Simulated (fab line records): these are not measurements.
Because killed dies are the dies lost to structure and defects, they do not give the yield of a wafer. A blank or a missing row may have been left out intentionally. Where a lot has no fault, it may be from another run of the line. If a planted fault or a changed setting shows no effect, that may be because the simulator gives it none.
Which tool is to blame? + flow nandHarc + 36 wafers from 12 lots sampled at 5 of the route's 1302 steps

WHAT THE GAUGES SHOWED, per wafer
NHARC_A_ONON_D2_THK_MEAS_27: measures by ellipsometry. Usual: thkNm at 1000 nm, with a standard deviation of 10.
| lot  | measured     | on           | thkNm (nm)     | flag |
|------|--------------|--------------|----------------|------|
| L665 | day 13 10:24 | filmMetro-01 | 1004 1002 1001 |      |
| L664 | day 13 10:25 | filmMetro-01 | 992 991 991    |      |
| L663 | day 13 10:27 | filmMetro-02 | 1001 1001 1000 |      |
| L666 | day 14 07:53 | filmMetro-01 | 1000 1001 1000 |      |
| L667 | day 14 07:53 | filmMetro-01 | 996 994 997    |      |
| L669 | day 15 03:29 | filmMetro-02 | 1001 1002 1003 |      |
| L668 | day 15 03:29 | filmMetro-02 | 980 980 981    |      |
| L670 | day 16 06:08 | filmMetro-02 | 1007 1009 1010 |      |
| L674 | day 17 05:09 | filmMetro-01 | 1002 1003 1004 |      |
| L675 | day 17 23:37 | filmMetro-01 | 992 993 992    |      |
| L679 | day 19 10:10 | filmMetro-01 | 983 982 983    |      |
| L682 | day 20 11:04 | filmMetro-02 | 989 988 989    |      |

NHARC_A_CHANNEL_HOLE_D2_INSPECT_12. Usual: rawDefectCount at 29, with a standard deviation of 21.
| lot  | measured     | on               | rawDefectCount | flag |
|------|--------------|------------------|----------------|------|
| L665 | day 13 14:20 | defectInspect-01 | 59 56 60       |      |
| L664 | day 13 14:29 | defectInspect-02 | 54 56 54       |      |
| L663 | day 13 14:38 | defectInspect-01 | 4 3 1          |      |
| L666 | day 14 15:38 | defectInspect-02 | 3 4 7          |      |
| L667 | day 14 16:59 | defectInspect-02 | 56 44 62       |      |
| L669 | day 15 07:17 | defectInspect-02 | 6 13 12        |      |
| L668 | day 15 07:43 | defectInspect-02 | 62 55 51       |      |
| L670 | day 16 10:06 | defectInspect-02 | 11 9 12        |      |
| L674 | day 17 12:12 | defectInspect-01 | 60 61 57       |      |
| L675 | day 18 04:16 | defectInspect-02 | 17 13 13       |      |
| L679 | day 19 16:01 | defectInspect-02 | 11 13 16       |      |
| L682 | day 20 15:16 | defectInspect-02 | 21 18 14       |      |

NHARC_END_SORT_01. Usual: killedAtArray 56, standard deviation 21; killedAtOther 1.2, standard deviation 1.6; killedAtPeriphery 3.7, standard deviation 2.5; killedDies 61, standard deviation 21; killedOpen 3.1, standard deviation 1.8; killedShort 2.8, standard deviation 1.7.
| lot  | measured     | on        | killedAtArray | killedAtOther | killedAtPeriphery | killedDies | killedOpen | killedShort | flag |
|------|--------------|-----------|---------------|---------------|-------------------|------------|------------|-------------|------|
| L667 | day 26 00:51 | prober-01 | 82 57 66      | 1 2 4         | 1 2 1             | 84 61 71   | 5 2 1      | 1 3 2       |      |
| L675 | day 29 19:15 | prober-01 | 50 44 35      | 0 0 0         | 2 3 3             | 52 47 38   | 2 2 2      | 1 1 1       |      |

WHICH TOOL RAN EACH LOT (tool, then ch and the chambers of the sampled wafers, then the start)
| lot  | NHARC_A_CHANNEL_HOLE_D2_DEP_01  | NHARC_A_CHANNEL_HOLE_D2_ETCH_38   |
|------|---------------------------------|-----------------------------------|
| L665 | pecvd-04 ch 0,1,2, day 13 13:29 | rieDiel-10 ch 0,1,3, day 13 14:29 |
| L664 | pecvd-02 ch 0,1, day 13 13:32   | rieDiel-08 ch 0,2,3, day 13 14:38 |
| L663 | pecvd-01 ch 0,1, day 13 13:41   | rieDiel-08 ch 1,2,3, day 13 14:53 |
| L666 | pecvd-04 ch 0,1, day 14 14:48   | rieDiel-10 ch 0,2,3, day 14 15:47 |
| L667 | pecvd-04 ch 0,2, day 14 16:10   | rieDiel-06 ch 1,3, day 14 17:08   |
| L669 | pecvd-04 ch 0,1, day 15 06:34   | rieDiel-10 ch 1,3, day 15 07:26   |
| L668 | pecvd-02 ch 0,2, day 15 06:53   | rieDiel-06 ch 1,2,3, day 15 07:52 |
| L670 | pecvd-02 ch 0,1,2, day 16 09:17 | rieDiel-10 ch 1,2, day 16 10:15   |
| L674 | pecvd-04 ch 0,1,2, day 17 11:32 | rieDiel-08 ch 0,3, day 17 12:21   |
| L675 | pecvd-01 ch 0,1,2, day 18 03:34 | rieDiel-10 ch 0,1, day 18 04:25   |
| L679 | pecvd-01 ch 0,1,2, day 19 15:10 | rieDiel-10 ch 0,1,3, day 19 16:11 |
| L682 | pecvd-01 ch 0,1, day 20 14:28   | rieDiel-08 ch 0,1,3, day 20 15:25 |
- NHARC_A_CHANNEL_HOLE_D2_DEP_01: deposits SiON, target thk 140 nm.
- NHARC_A_CHANNEL_HOLE_D2_ETCH_38: etches the open film in CF4, target depth 39 nm, time 65 s.

AS READ BY THE TOOLS THEMSELVES (means over the sampled wafers that have a number; for cases with no such wafer, the mark the record gives instead)
NHARC_A_CHANNEL_HOLE_D2_DEP_01. Usual: heaterPowerOuterW 384 W, standard deviation 48; heaterPowerW 673 W, standard deviation 84; rfFwdPowerW 348.4 W, standard deviation 1.2; susceptorTempC 400.02 C, standard deviation 0.2.
| lot  | tool     | heaterPowerOuterW (W) | heaterPowerW (W) | rfFwdPowerW (W) | susceptorTempC (C) | flag |
|------|----------|-----------------------|------------------|-----------------|--------------------|------|
| L665 | pecvd-04 | 411                   | 715              | 349.8           | 400.14             |      |
| L664 | pecvd-02 | 333                   | 621              | 347.5           | 400.10             |      |
| L663 | pecvd-01 | 402                   | 707              | 347.3           | 399.92             |      |
| L666 | pecvd-04 | 432                   | 744              | 349.1           | 400.15             |      |
| L667 | pecvd-04 | 385                   | 680              | 349.7           | 400.04             |      |
| L669 | pecvd-04 | 399                   | 708              | 348.1           | 400.02             |      |
| L668 | pecvd-02 | 329                   | 574              | 349.7           | 399.90             |      |
| L670 | pecvd-02 | 317                   | 593              | 349.0           | 400.04             |      |
| L674 | pecvd-04 | 424                   | 723              | 348.9           | 400.32             |      |
| L675 | pecvd-01 | 417                   | 710              | 348.1           | 399.98             |      |
| L679 | pecvd-01 | 364                   | 640              | 403.8           | 400.14             | OFF  |
| L682 | pecvd-01 | 352                   | 610              | 403.1           | 399.99             | OFF  |

NHARC_A_CHANNEL_HOLE_D2_ETCH_38. Usual: cf4FlowSccm 150.1 sccm, standard deviation 0.43; drypumpMotorCurrentA 5.6 A, standard deviation 0.51; oesProductAu 1.002 a.u., standard deviation 0.0078; rfVppV 151.2 V, standard deviation 1.1; showerheadPlenumPTorr 1.76 Torr, standard deviation 0.066; throttleValvePct 13.284 %, standard deviation 0.0079.
| lot  | tool       | cf4FlowSccm (sccm) | drypumpMotorCurrentA (A) | oesProductAu (a.u.) | rfVppV (V) | showerheadPlenumPTorr (Torr) | throttleValvePct (%) | flag |
|------|------------|--------------------|--------------------------|---------------------|------------|------------------------------|----------------------|------|
| L665 | rieDiel-10 | 150.0              | 5.6                      | 1.002               | 151.9      | 1.76                         | 13.292               |      |
| L664 | rieDiel-08 | 149.6              | 5.8                      | 0.992               | 151.6      | 1.78                         | 13.281               |      |
| L663 | rieDiel-08 | 150.4              | 5.7                      | 0.998               | 151.5      | 1.73                         | 13.282               |      |
| L666 | rieDiel-10 | 150.3              | 5.4                      | 1.009               | 150.6      | 1.74                         | 13.275               |      |
| L667 | rieDiel-06 | 149.8              | 6.0                      | 0.996               | 151.6      | 1.81                         | 13.282               |      |
| L669 | rieDiel-10 | 150.1              | 5.5                      | 1.006               | 151.3      | 1.73                         | 13.283               |      |
| L668 | rieDiel-06 | 150.1              | 5.9                      | 1.004               | 151.7      | 1.81                         | 13.278               |      |
| L670 | rieDiel-10 | 150.8              | 5.5                      | 1.011               | 151.2      | 1.70                         | 13.292               |      |
| L674 | rieDiel-08 | 150.3              | 6.0                      | 1.007               | 153.0      | 1.84                         | 13.290               |      |
| L675 | rieDiel-10 | 150.4              | 6.1                      | 0.992               | 152.4      | 1.81                         | 13.272               |      |
| L679 | rieDiel-10 | 150.3              | 5.6                      | 1.003               | 152.0      | 1.76                         | 13.287               |      |
| L682 | rieDiel-08 | 150.2              | 5.8                      | 1.008               | 150.7      | 1.79                         | 13.280               |      |

THE ANSWER, worked out from the rows above alone
Rule: a lot is off if the mean of its wafers that have a number lies more than 3 standard deviations from the usual mean. Also off: a lot with no number at a reading for which 4 or more lots have one. Any other lot the step has rows for is counted as sound. First the gauges in route order, then the tools' own readings, where a lot's mean is used as printed above. The first step at which some lot is off is used, and at that step the reading that is off furthest; a lot without a number counts as furthest.
Off: L679, L682 (NHARC_A_CHANNEL_HOLE_D2_DEP_01, rfFwdPowerW).
If a tool, at that step or one of the process steps before it, ran each lot that is off and ran no sound lot following the first of them, it fits. One candidate fits, namely pecvd-01 at NHARC_A_CHANNEL_HOLE_D2_DEP_01. Its last sound lot is L675 (day 18 03:34), its first lot that is off L679 (day 19 15:10): a fault that began between those two fits.
On the lots that are off, the tool's own readings at NHARC_A_CHANNEL_HOLE_D2_DEP_01 differ by more than 5 times the standard deviation of the sound lots' means, which bears it out; rfFwdPowerW reads 403.5 W there versus 348.7 W on the sound lots.

WHAT THE SIMULATOR PUT IN
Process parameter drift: pecvd-01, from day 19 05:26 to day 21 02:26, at NHARC_A_CHANNEL_HOLE_D2_DEP_01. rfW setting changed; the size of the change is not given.
Struck lots among those shown: L679, L682. The rule above reached the same finding.
